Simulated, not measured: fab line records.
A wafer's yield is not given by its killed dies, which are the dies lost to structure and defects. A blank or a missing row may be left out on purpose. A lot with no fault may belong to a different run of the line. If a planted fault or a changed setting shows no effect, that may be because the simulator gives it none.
The tool behind it: which one? ; flow n5-finfet ; 23 wafers sampled from 8 lots at 1 step of a route of 1938

== WHAT EACH GAUGE READ, for each wafer ==
N5_BEOL_M4_RC_MEAS_101.
lot;measured;on;DIBL_N (mV/V)
L553;day 7 12:11;prober-02;38.6 34.9 38.5
L554;day 8 02:38;prober-01;37.6 37.3 38.0
L557;day 8 11:34;prober-02;36.4 38.7 36.0
L558;day 8 17:46;prober-01;37.7 39.2 34.7
L559;day 9 06:04;prober-01;35.4 35.5 35.6
L569;day 11 22:59;prober-01;37.2 35.6
L572;day 12 11:42;prober-01;36.0 36.6 33.2
L573;day 13 06:37;prober-02;38.9 36.8 38.6

== WHAT TOOL EACH LOT RAN ON (gives the tool, then ch and the chambers of the sampled wafers, and finally the start) ==
Before these readings, the record contains no process step.

== THE ANSWER, worked out from the rows above alone ==
Rule: usual is defined by the lots themselves. Put in order of their means at a reading, lots are off if they are a third of the lots or fewer, leave a main group of 4 or more, and stand apart from it by a gap of 3 or more times the standard deviation of the main group's means; of several such gaps the widest counts. A main group whose means are all the same, to the digits that the tables above print for the reading, isn't used. Also off: a lot with no number at a reading for which 4 or more lots have one. All remaining lots with rows at the step are treated as sound.
Across all readings shown, no lot is off: no conclusion can be drawn from this.

== WHAT THE SIMULATOR PUT IN ==
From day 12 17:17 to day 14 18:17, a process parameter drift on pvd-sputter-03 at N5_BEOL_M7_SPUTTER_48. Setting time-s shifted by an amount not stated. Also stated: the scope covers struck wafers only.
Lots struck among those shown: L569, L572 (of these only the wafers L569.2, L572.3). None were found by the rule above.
